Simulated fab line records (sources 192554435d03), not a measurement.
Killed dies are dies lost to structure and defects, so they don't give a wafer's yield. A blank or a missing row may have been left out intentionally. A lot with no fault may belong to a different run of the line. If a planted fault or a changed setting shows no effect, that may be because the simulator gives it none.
fab line records | flow n5_finfet
[record] lots = 4 | wafers = 12 | last_day = 15
route steps=1938 shown BEOL_M2@841 BEOL_M4@1111 PASSIVATION@1936
lots that met no fault: from a run of the same line without faults
start_h: start of the lot's first displayed wafer, in hours after the record's first day | wait_h: how many hours have passed since the lot's step before this one | " same as the row above | L1.1+2: one row covering several wafers at once | - no value present, or no start provided | * or withheld: withheld | < > ~ a bound
route shown NAME@n: names a module that has steps shown in the file, with the first one's number in the route | usual: the fault-free wafers' mean and standard deviation | same: alike in all rows | chamber/n: place in a boat | sites: each site's reading | _std_site: standard deviation of those values | _edge_site: outer sites' mean less inner sites' | radius_mm: how far each site lies from the wafer's centre | mask NAME#n: copy n | behind: the most recent tool/chamber to have shaped the wafer | hold: why the lot was held/for how many hours/how that ended | device: names the non-switching transistor (n, p or np) | end of line: tests run on the same wafers once the route is complete | a step given without rows: its recipe and nothing more | killed: not the wafer's yield, but the dies lost to structure and defects at the first sort | map: per-die view of a wafer (x killed, . not killed, _ where there is no die)
set.NAME: the setting that was run; set.NAME@STEP: the one run at that earlier step | model.NAME: the simulator's own value behind a step, which no gauge read
lots seen at some steps along the route; tables by step, rows by wafer
services: a tool's chamber out of use, with start hour (start_h, from the record's first day; less than 0 if before it), hours out, and reason
[[steps]]
[step N5_BEOL_M2_ILD_DEP_00]
[recipe] material = SiOC | target_thk_a = 790 | temp_c = 350 | precursor = DEMS/O2 | pressure_torr = 5 | rf_w = 500 | time_s = 15.3
[step N5_BEOL_M2_PECVD_72]
[recipe] material = SiO2 | target_thk_a = 160 | temp_c = 400 | precursor = TEOS/O2 | pressure_torr = 5.5 | rf_w = 450 | teos_flow_sccm = 53.8 | gas = O2 | flow_sccm = 3000 | time_s = 18
[step N5_BEOL_M2_HM_DEP_02]
[recipe] material = TiN | target_thk_a = 200 | temp_c = 25 | chamber_pressure_pa = 0.49996
[step N5_BEOL_M2_COAT_61]
[recipe] resist = SOC | temp_c = 250 | time_s = 60 | spin_rpm = 1500 | resist_thk_nm = 60
[step N5_BEOL_M2_COAT_62]
[recipe] resist = SiARC | temp_c = 220 | time_s = 60 | spin_rpm = 1500 | resist_thk_nm = 12
[step N5_BEOL_M2_COAT_73]
[recipe] resist = underlayer | temp_c = 205 | time_s = 60 | spin_rpm = 1500 | resist_thk_nm = 5
[step N5_BEOL_M2_COAT_05]
[recipe] resist = CAR-EUV | spin_rpm = 1500 | resist_thk_nm = 30
[step N5_BEOL_M2_EBR_07]
[recipe] solvent = PGMEA | ebr_width_mm = 1.5
[step N5_BEOL_M2_SOFTBAKE_06]
[recipe] temp_c = 110 | time_s = 60 | resist = CAR-EUV
[step N5_BEOL_M2_EXPOSE_08]
[recipe] mask_id = M2 | na = 0.33 | source_shape = dipole | sigma_inner = 0.369 | sigma_outer = 0.767 | polarization = unpolarized | dose_mj = 41.25
[usual] exposure_dose_mJ_cm2 = 41.52/0.24 | focus_offset_nm = 0.0/0.51
lot.wafer | tool           | chamber | start_h | wait_h | mask | exposure_dose_mJ_cm2 | focus_offset_nm
L197.1    | euv_scanner-01 | 0       | 149.80  | -      | M2#0 | 41.26                | 0.6
L197.3    | "              | 0       | "       | "      | M2#0 | 41.26                | -0.2
L197.5    | "              | 0       | "       | "      | M2#0 | 41.25                | 0.4
L202.2    | euv_scanner-02 | 0       | 179.43  | -      | M2#0 | 41.73                | -1.5
L202.4    | "              | 0       | "       | "      | M2#0 | 41.71                | -0.4
L202.5    | "              | 0       | "       | "      | M2#0 | 41.71                | 0.1
L204.1    | euv_scanner-01 | 0       | 188.25  | -      | M2#0 | 43.12                | -0.2
L204.4    | "              | 0       | "       | "      | M2#0 | 43.21                | -0.2
L204.6    | "              | 0       | "       | "      | M2#0 | 43.13                | 0.7
L207.3    | euv_scanner-01 | 0       | 195.55  | -      | M2#0 | 42.73                | 0.4
L207.4    | "              | 0       | "       | "      | M2#0 | 42.79                | -0.8
L207.5    | "              | 0       | "       | "      | M2#0 | 42.71                | -0.4
[step N5_BEOL_M2_PEB_09]
[recipe] peb_temp_c = 100 | peb_time_s = 60 | resist = CAR-EUV
[step N5_BEOL_M2_DEVELOP_10]
[recipe] develop_time_s = 30 | developer = TMAH | resist = CAR-EUV | rinse_liquid = surfactant_rinse | dry = air_spin | dev_temp_c = 23
[step N5_BEOL_M2_CD_MEAS_11]
[recipe] target_cd_nm = 16.79 | landing_energy_ev = 500 | detector = se_inlens | polarity = opening
[usual] cd_nm = 16.75/0.25
lot.wafer | tool      | chamber | start_h | wait_h | cd_nm
L197.1    | cd_sem-02 | 0       | 149.93  | -      | 17.01
L197.3    | "         | 0       | "       | "      | 16.73
L197.5    | "         | 0       | "       | "      | 16.89
L202.2    | cd_sem-02 | 0       | 179.55  | -      | 16.72
L202.4    | "         | 0       | "       | "      | 16.61
L202.5    | "         | 0       | "       | "      | 16.81
L204.1    | cd_sem-01 | 0       | 188.38  | -      | 17.67
L204.4    | "         | 0       | "       | "      | 17.59
L204.6    | "         | 0       | "       | "      | 17.50
L207.3    | cd_sem-01 | 0       | 195.67  | -      | 17.50
L207.4    | "         | 0       | "       | "      | 17.57
L207.5    | "         | 0       | "       | "      | 17.62
[step N5_BEOL_M2_DESCUM_16]
[recipe] chemistry = O2 | time_s = 7 | source_power_w = 50 | bias_power_w = 20 | pressure_mtorr = 20 | rf_frequency_hz = 2.712e+07 | temp_c = 40 | resist = CAR-EUV | o2_flow_sccm = 225
[step N5_BEOL_M2_ETCH_74]
[recipe] chemistry = N2/H2 | target = underlayer | target_depth_a = 65 | mask_material = CAR-EUV | time_s = 5.2 | ion_energy_ev = 200 | pressure_mtorr = 30 | source_w = 840 | bias_w = 150 | n2_flow_sccm = 200 | h2_flow_sccm = 200 | ends = cleared
[usual] drypump_motor_current_A = 5.6/0.4 | etch_rf_on_time_s = 5.19/0.12 | oes_product_au = 0.66/0.076 | rf_vpp_V = 524/3 | showerhead_plenum_p_Torr = 2.53/0.1 | throttle_valve_pct = 17.84/0.2
lot.wafer | tool        | chamber | start_h | wait_h | drypump_motor_current_A | etch_rf_on_time_s | oes_product_au | rf_hours_counter_h | rf_vpp_V | showerhead_plenum_p_Torr | throttle_valve_pct | model.BEOL_M2.cd_offset_nm
L197.1    | rie_diel-04 | 1       | 150.16  | 0.0    | 6.4                     | 5.46              | 0.60           | 224                | 526      | 2.61                     | 17.98              | 0.2
L197.3    | "           | 2       | "       | "      | 5.8                     | 5.30              | 0.72           | 55                 | 520      | 2.48                     | 17.49              | -0.2
L197.5    | "           | 1       | "       | "      | 6.4                     | 5.46              | 0.60           | -                  | 525      | 2.61                     | 17.94              | 0.2
L202.2    | rie_diel-04 | 0       | 179.79  | 0.0    | 5.7                     | 5.12              | 0.80           | 16                 | 529      | 2.72                     | 17.73              | 0.2
L202.4    | "           | 0       | "       | "      | 5.7                     | 5.18              | 0.81           | -                  | 528      | 2.72                     | 17.72              | 0.4
L202.5    | "           | 3       | "       | "      | 5.8                     | 5.14              | 0.64           | -                  | 526      | 2.55                     | 17.90              | 0
L204.1    | rie_diel-01 | 1       | 188.97  | 0.0    | 5.3                     | 5.14              | 0.59           | 249                | 522      | 2.50                     | 18.08              | 0.6
L204.4    | "           | 2       | "       | "      | 6.4                     | 5.11              | 0.75           | 50                 | 527      | 2.71                     | 17.82              | 0.6
L204.6    | "           | 0       | "       | "      | 5.0                     | 5.31              | 0.61           | -                  | 524      | 2.50                     | 17.84              | 0.8
L207.3    | rie_diel-02 | 3       | 196.15  | 0.0    | 5.7                     | 5.26              | 0.59           | 239                | 526      | 2.63                     | 17.92              | 0.8
L207.4    | "           | 0       | "       | "      | 5.3                     | 5.09              | 0.63           | 190                | 525      | 2.52                     | 17.72              | 0.6
L207.5    | "           | 1       | "       | "      | 5.7                     | 5.12              | 0.67           | -                  | 519      | 2.45                     | 17.73              | 0.4
[step N5_BEOL_M2_ETCH_63]
[recipe] chemistry = CF4 | target = SiARC | target_depth_a = 156 | mask_material = CAR-EUV | time_s = 26 | ion_energy_ev = 80 | pressure_mtorr = 40 | source_w = 545 | bias_w = 36 | Ar_flow_sccm = 100 | cf4_flow_sccm = 100 | ends = cleared
[step N5_BEOL_M2_ETCH_64]
[recipe] chemistry = N2/H2 | target = SOC | target_depth_a = 750 | overetch_a = 225 | mask_material = SiARC | temp_c = 40 | time_s = 121.9 | ion_energy_ev = 200 | pressure_mtorr = 30 | source_w = 840 | bias_w = 150 | n2_flow_sccm = 200 | h2_flow_sccm = 200
[step N5_BEOL_M2_STRIP_65]
[recipe] chemistry = N2/H2 | temp_c = 40 | n2_flow_sccm = 200 | h2_flow_sccm = 200 | rf_frequency_hz = 6e+07
[step N5_BEOL_M2_STRIP_75]
[recipe] chemistry = N2/H2 | temp_c = 40 | n2_flow_sccm = 200 | h2_flow_sccm = 200 | rf_frequency_hz = 6e+07
[step N5_BEOL_M2_STRIP_66]
[recipe] chemistry = CF4 | resist = SiARC | power_w = 300 | bias_power_w = 75 | pressure_mtorr = 50 | cf4_flow_sccm = 150 | rf_frequency_hz = 6e+07
[step N5_BEOL_M2_HM_OPEN_17]
[recipe] chemistry = Cl2/BCl3 | target_depth_a = 200 | overetch_a = 60 | target = TiN | mask_material = SOC | ion_energy_ev = 150 | pressure_mtorr = 10 | icp_w = 1000 | bias_w = 126 | Cl2_flow_sccm = 53.25 | bcl3_flow_sccm = 21.75 | Ar_flow_sccm = 25
[usual] drypump_motor_current_A = 5.5/0.34 | oes_product_au = 0.65/0.089 | throttle_valve_pct = 22.18/0.22
lot.wafer | tool         | chamber | start_h | wait_h | drypump_motor_current_A | oes_product_au | rf_hours_counter_h | throttle_valve_pct | model.BEOL_M2.cd_offset_nm
L197.1    | rie_metal-02 | 1       | 150.37  | 0.0    | 5.5                     | 0.60           | 84                 | 21.90              | 0
L197.3    | "            | 1       | "       | "      | 5.6                     | 0.59           | -                  | 21.91              | -0.2
L197.5    | "            | 0       | "       | "      | 5.1                     | 0.73           | -                  | 21.89              | 0.2
L202.2    | rie_metal-03 | 1       | 180.01  | 0.0    | 5.5                     | 0.81           | 3                  | 22.05              | 0.4
L202.4    | "            | 0       | "       | "      | 5.9                     | 0.62           | -                  | 22.32              | 0.4
L202.5    | "            | 0       | "       | "      | 6.0                     | 0.62           | -                  | 22.33              | 0.2
L204.1    | rie_metal-01 | 1       | 189.18  | 0.0    | 5.2                     | 0.61           | 70                 | 22.44              | 0.2
L204.4    | "            | 1       | "       | "      | 5.1                     | 0.62           | -                  | 22.44              | 0.6
L204.6    | "            | 0       | "       | "      | 6.0                     | 0.52           | -                  | 22.22              | 0.4
L207.3    | rie_metal-03 | 1       | 196.40  | 0.1    | 5.5                     | 0.79           | -                  | 22.04              | 1
L207.4    | "            | 0       | "       | "      | 6.0                     | 0.61           | -                  | 22.35              | 0.6
L207.5    | "            | 0       | "       | "      | 6.0                     | 0.62           | -                  | 22.31              | 0.6
[step N5_BEOL_M2_STRIP_19]
[recipe] chemistry = O2 | power_w = 400 | temp_c = 40 | pressure_mtorr = 30 | rf_frequency_hz = 6e+07 | bias_power_w = 0 | overash_fraction = 0.2 | o2_flow_sccm = 225
[step N5_BEOL_M2_COAT_67]
[recipe] resist = SOC | temp_c = 250 | time_s = 60 | spin_rpm = 1500 | resist_thk_nm = 60
[step N5_BEOL_M2_COAT_68]
[recipe] resist = SiARC | temp_c = 220 | time_s = 60 | spin_rpm = 1500 | resist_thk_nm = 12
[step N5_BEOL_M2_COAT_76]
[recipe] resist = underlayer | temp_c = 205 | time_s = 60 | spin_rpm = 1500 | resist_thk_nm = 5
[step N5_BEOL_M2_COAT_22]
[recipe] resist = CAR-EUV | spin_rpm = 1500 | resist_thk_nm = 30
[step N5_BEOL_M2_EBR_24]
[recipe] solvent = PGMEA | ebr_width_mm = 1.5
[step N5_BEOL_M2_SOFTBAKE_23]
[recipe] temp_c = 110 | time_s = 60 | resist = CAR-EUV
[step N5_BEOL_M2_EXPOSE_25]
[recipe] mask_id = V1 | na = 0.33 | source_shape = quasar | sigma_inner = 0.2 | sigma_outer = 0.8 | polarization = unpolarized | defocus_nm = 5 | dose_mj = 63
[step N5_BEOL_M2_PEB_26]
[recipe] peb_temp_c = 100 | peb_time_s = 60 | resist = CAR-EUV
[step N5_BEOL_M2_DEVELOP_27]
[recipe] develop_time_s = 30 | developer = TMAH | resist = CAR-EUV | rinse_liquid = surfactant_rinse | dry = air_spin | dev_temp_c = 23
[step N5_BEOL_M2_DESCUM_33]
[recipe] chemistry = O2 | time_s = 7 | source_power_w = 50 | bias_power_w = 20 | pressure_mtorr = 20 | rf_frequency_hz = 2.712e+07 | temp_c = 40 | resist = CAR-EUV | o2_flow_sccm = 225
[step N5_BEOL_M2_ETCH_77]
[recipe] chemistry = N2/H2 | target = underlayer | target_depth_a = 65 | mask_material = CAR-EUV | time_s = 5.2 | ion_energy_ev = 200 | pressure_mtorr = 30 | source_w = 840 | bias_w = 150 | n2_flow_sccm = 200 | h2_flow_sccm = 200 | ends = cleared
[step N5_BEOL_M4_RC_MEAS_101]
[usual] DIBL_N = 36.7/1.8 | DIBL_P = 37.0/2.4 | IOFF_N = 0.17/0.036 | IOFF_P = 0.22/0.042 | ION_N = 673/12 | ION_P = 462/8.5 | SS_N = 71.7/0.62 | SS_P = 73.4/0.65 | VT_N = 250/3.7 | VT_P = -250/3.7
lot.wafer | tool      | chamber | start_h | wait_h | DIBL_N[mV/V] | DIBL_P[mV/V] | IOFF_N[nA/um] | IOFF_P[nA/um] | ION_N[uA/um] | ION_P[uA/um] | SS_N[mV/dec] | SS_P[mV/dec] | VT_N[mV] | VT_P[mV]
L197.1    | prober-02 | 0       | 188.41  | 0.0    | 39.1         | 40.7         | 0.22          | 0.28          | 691          | 466          | 72.4         | 74.2         | 246      | -246
L197.3    | "         | 0       | "       | "      | 36.9         | 37.5         | 0.17          | 0.22          | 682          | 458          | 71.5         | 74.2         | 248      | -248
L197.5    | "         | 0       | "       | "      | 37.7         | 38.7         | 0.18          | 0.22          | 676          | 456          | 72.0         | 73.9         | 249      | -250
L202.2    | prober-01 | 0       | 233.38  | 0.2    | 35.0         | 34.8         | 0.13          | 0.18          | 665          | 455          | 71.8         | 72.8         | 254      | -251
L202.4    | "         | 0       | "       | "      | 38.1         | 37.4         | 0.18          | 0.21          | 667          | 456          | 72.5         | 73.4         | 249      | -250
L202.5    | "         | 0       | "       | "      | 36.5         | 36.2         | 0.16          | 0.20          | 670          | 456          | 70.9         | 73.3         | 251      | -251
L204.1    | prober-02 | 0       | 233.61  | 0.0    | 38.2         | 37.9         | 0.17          | 0.21          | 674          | 458          | 71.5         | 73.7         | 251      | -252
L204.4    | "         | 0       | "       | "      | 35.8         | 35.4         | 0.13          | 0.18          | 653          | 455          | 70.8         | 72.8         | 251      | -252
L204.6    | "         | 0       | "       | "      | 37.5         | 36.4         | 0.16          | 0.19          | 669          | 455          | 71.7         | 72.4         | 249      | -254
L207.3    | prober-02 | 0       | 237.34  | 0.3    | 38.8         | 38.6         | 0.19          | 0.24          | 697          | 470          | 71.6         | 74.8         | 248      | -252
L207.4    | "         | 0       | "       | "      | 35.0         | 35.0         | 0.14          | 0.19          | 672          | 459          | 71.7         | 72.9         | 251      | -254
L207.5    | "         | 0       | "       | "      | 37.7         | 38.3         | 0.19          | 0.25          | 701          | 479          | 72.2         | 74.6         | 247      | -247
[step N5_PASSIVATION_PROBE_49]
[usual] defect_limited_yield = 91.1/1.4 | killed_at_M0_to_M3 = 32/9.3 | killed_at_M4_up = 13/5.8 | killed_at_contacts = 12/6.3 | killed_at_front_end = 44/12 | killed_at_other = 3.6/2.7 | killed_dies = 104/17 | killed_on_rim = 14/3.9 | killed_open = 69/13 | killed_short = 34/6.9 | sort_bin_5_function = 5.2/0.98 | sort_bin_6_memory = 3.3/0.59 | sort_n_pass = 1075/17 | sort_yield_pct = 91.1/1.4
[same] gross_dies = 1180 | killed_at_back_side = 0 | sort_bin_4_leakage[%] = 0 | sort_bin_8_speed[%] = 0
lot.wafer | tool      | chamber | start_h | wait_h | defect_limited_yield[%] | killed_at_M0_to_M3 | killed_at_M4_up | killed_at_contacts | killed_at_front_end | killed_at_other | killed_dies | killed_on_rim | killed_open | killed_short | sort_bin_5_function[%] | sort_bin_6_memory[%] | sort_n_pass | sort_yield_pct[%]
L204.1    | prober-01 | -       | 341.09  | 0.0    | 73.6                    | 239                | 13              | 4                  | 51                  | 5               | 312         | 48            | 73          | 28           | 16.3                   | 8.6                  | 868         | 73.6
L204.4    | prober-01 | -       | 341.24  | 0.2    | 74.2                    | 230                | 2               | 7                  | 62                  | 4               | 305         | 41            | 56          | 36           | 15.4                   | 9.2                  | 875         | 74.2
L204.6    | prober-01 | -       | 341.34  | 0.3    | 72.5                    | 256                | 12              | 10                 | 40                  | 6               | 324         | 42            | 65          | 22           | 16.4                   | 9.7                  | 856         | 72.5
L207.3    | prober-02 | -       | 351.38  | 0.1    | 82.7                    | 144                | 10              | 6                  | 41                  | 3               | 204         | 20            | 65          | 30           | 9.5                    | 6.9                  | 976         | 82.7
L207.4    | prober-02 | -       | 351.43  | 0.2    | 82.8                    | 144                | 3               | 12                 | 44                  | 0               | 203         | 31            | 61          | 36           | 10.7                   | 5.6                  | 977         | 82.8
L207.5    | prober-02 | -       | 351.48  | 0.2    | 84.2                    | 121                | 10              | 14                 | 38                  | 4               | 187         | 29            | 56          | 34           | 8.8                    | 6.4                  | 993         | 84.2
// killed by level:class
L204.1 BEOL_M2:area_expose=209 STI_FIN_REVEAL:geometric_particle:open=16 BEOL_M2:geometric_particle:open=10 FIN_SAQP:geometric_particle:open=7 GATE_CUT:geometric_particle:short=7 STI_FIN_REVEAL:geometric_particle:short=5 BEOL_M0_SAQP:geometric_particle:short=5 ILD0:geometric_particle:open=4
L204.4 BEOL_M2:area_expose=212 FIN_SAQP:geometric_particle:open=16 FIN_SAQP:geometric_particle:short=14 STI_FIN_REVEAL:geometric_particle:open=7 GATE_CUT:geometric_particle:open=7 DUMMY_GATE:geometric_particle:open=5 MOL_CONTACT_COAG:geometric_particle:open=5 BEOL_M2:geometric_particle:open=4
L204.6 BEOL_M2:area_expose=236 MOL_CONTACT_COAG:geometric_particle:open=9 STI_FIN_REVEAL:geometric_particle:open=8 GATE_CUT:geometric_particle:short=8 DUMMY_GATE:geometric_particle:open=7 GATE_CUT:geometric_particle:open=5 BEOL_M0:geometric_particle:open=5 BEOL_M4:geometric_particle:open=4
L207.3 BEOL_M2:area_expose=108 BEOL_M0_SAQP:geometric_particle:open=15 FIN_SAQP:geometric_particle:open=14 BEOL_M3:geometric_particle:open=9 FIN_SAQP:geometric_particle:short=7 DUMMY_GATE:geometric_particle:open=7 MOL_CONTACT_COAG:geometric_particle:open=6 BEOL_M0_SAQP:geometric_particle:short=6
L207.4 BEOL_M2:area_expose=106 FIN_SAQP:geometric_particle:short=14 MOL_CONTACT_COAG:geometric_particle:open=11 FIN_SAQP:geometric_particle:open=10 BEOL_M3:geometric_particle:open=8 BEOL_M0_SAQP:geometric_particle:open=8 DUMMY_GATE:geometric_particle:open=7 BEOL_M0_SAQP:geometric_particle:short=7
L207.5 BEOL_M2:area_expose=94 MOL_CONTACT_COAG:geometric_particle:open=13 FIN_SAQP:geometric_particle:open=12 FIN_SAQP:geometric_particle:short=9 GATE_CUT:geometric_particle:short=5 BEOL_M1:geometric_particle:short=5 BEOL_M1:geometric_particle:open=4 STARTING-WAFER:geometric_particle:open=4
// map L204.6 (x killed, . not)
_________________.xx....x.x.x________________
______________x...x...x........._____________
___________xxx.......xxx.x...x.xxx.__________
__________x......xx.x........x.....x_________
________xx...xx.x...x........x.x......_______
_______.x..xx.................x...x...x______
______x......xxx.x..x...x......x..x..x.x_____
_____.........x..xx.x...x.x..x.x.x..xxx..____
____..x..xx.xx........x.x..x..xxx.........___
___....xxx.xx...x...x.x..x.xxxxxx..x..x.x..__
___x.....x...x.xxx..x...x..x.x...x.....x...__
__..x......x.x.....xx....x.xx...xx.x...x...._
__....x...xxxx....xxx.x.xx.x....x..xx.x....._
_......x....xx.x....x.xxx...................x
_...x...x.xx......x.x...x...........x.x..xx.x
_...xx.xx.x......x................x.x...x....
_.xx..x...x..x..x......x..x.x..x...x..x....x.
_....xxx...x...x.x.........x.....x.x..x..x...
_.x...x..........x.x.....x....x..........x..x
_...xxx....x.xx........x...x.xx.x.x......xx..
_..x...x..x.x..x.x.x......xx.........x....x..
__.....xx.......xx...........x...x.x........_
__.x...x.x...x.x..x.......x.xx...x.x...x.x.._
___x..x......x......xxxxx....xx....x.x..x.x__
___x...x................x..x.x.x.x...x.x...__
____.....x..x....xx..x....x....x.x..x...x.___
_____xx.....xx..xx.xx.....x....x...x..x..____
______xxx...xxx.......xx....x.......x..x_____
_______x.......x....x..x.....xxx....x..______
________....x............x.....x.xx.x._______
__________....x......x.x...........x_________
___________.x....xx....x.....x..x..__________
______________.......x.x..x...x._____________
_________________.........x.x________________
// map L207.3 (x killed, . not)
_________________.x..........________________
______________.....x....xx...x.._____________
___________.........xxxx..xx......x__________
__________.......x..xx..x...x.....x._________
________x.....xx..x..x.....x....x....._______
_______.......................x......x.______
______....x....x....x.....x...x........._____
_____...x..x..........xx...x..x..........____
____...............x......................___
___x...........x.....x.x.x.xx.........x....__
___..x.............xx...x.x...x...x........__
__.xx...............................x.....x._
__......x.x................x.......x...x...._
_..................x...x............xx.......
_..x..x.x......xxx......xx.x......x......xxx.
_................x..............x.x........x.
_..x...x...xx..xx....x..........xxxx.........
_.x.............xx........x...........x......
_.x..x..x....x...x...........x...............
_x.........x...x.....x..xxx.....x........x..x
_...xx..x.xx.x....xx..x......x..x....xx......
__.....x..........x.xx.x......x....x..x....x_
__.........xx...xx.xx...................x..x_
___.....x.x.xxx..x.......x.x...x.......xx..__
___......x...x..x......x.............x...x.__
____..........x.x..x.xx..x..x.............___
_____...xx.x......x..x.....xx........x...____
______.............xx............x....x._____
_______....x............x..x.....x..x.x______
________.xx......x.x.......x......x..._______
__________.x.....x.........x........_________
___________.......x...x....x.......__________
______________x...x......xx....._____________
_________________............________________
[[services]]
tool           | chamber | start_h | hours | kind
euv_scanner-02 | -       | 126.84  | 4.6   | pm
rie_metal-03   | 1       | 127.30  | -     | clean
rie_metal-03   | 1       | 127.30  | 16.7  | scheduled_down
rie_metal-03   | 1       | 127.30  | 16.7  | vent_cycle
euv_scanner-02 | -       | 132.83  | 0.4   | repair
euv_scanner-01 | -       | 142.86  | 4.6   | pm
euv_scanner-02 | -       | 147.46  | 1.0   | pm
euv_scanner-01 | -       | 154.76  | 1.0   | pm
rie_diel-04    | 2       | 158.20  | 4.0   | repair
euv_scanner-02 | -       | 165.35  | 12.0  | pm
rie_metal-01   | -       | 170.38  | 0.4   | repair
rie_diel-04    | 1       | 175.91  | 66.9  | repair
rie_diel-01    | 1       | 192.52  | -     | clean
rie_diel-01    | 1       | 192.52  | -     | consumable_replace:focus_ring
[[key]]
[first_sign] step = N5_BEOL_M2_EXPOSE_08 | reading = exposure_dose_mJ_cm2 | direction = up | sigmas = 6 | usual = 41.52 | struck = 42.95
[effect] step = N5_BEOL_M2_CD_MEAS_11 | reading = cd_nm | direction = up | sigmas = 3.3 | usual = 16.75 | struck = 17.58 | through = control_loop
[effect] step = N5_PASSIVATION_PROBE_49 | reading = killed_at_M0_to_M3 | direction = up | sigmas = 17 | usual = 32 | struck = 189
[model_effect] step = N5_BEOL_M2_ETCH_74 | value = BEOL_M2.cd_offset_nm | without = -0.2 | struck = 0.6333
[model_effect] step = N5_BEOL_M2_HM_OPEN_17 | value = BEOL_M2.cd_offset_nm | without = -0.3333 | struck = 0.5667
[more_kills_born_at] N5_BEOL_M2_EXPOSE_08@euv_scanner-01 = 965
met_at N5_BEOL_M2_EXPOSE_08
struck_wafers L204.1,L204.4,L204.6,L207.3,L207.4,L207.5
[loop_trim] step = N5_BEOL_M2_EXPOSE_08 | setting = dose | lots = L207
onset_between 149.80 188.25
[fault] kind = process_parameter_drift | tool = euv_scanner-01 | chamber = - | onset_h = 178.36 | steps = N5_BEOL_M2_EXPOSE_08 | channel = dose_mj | offset = 1.9634 | shape = step | acts_in = these_recipes_only | stated = 41.25
// loop_trim: a control loop set the setting to another value than it would have without faults
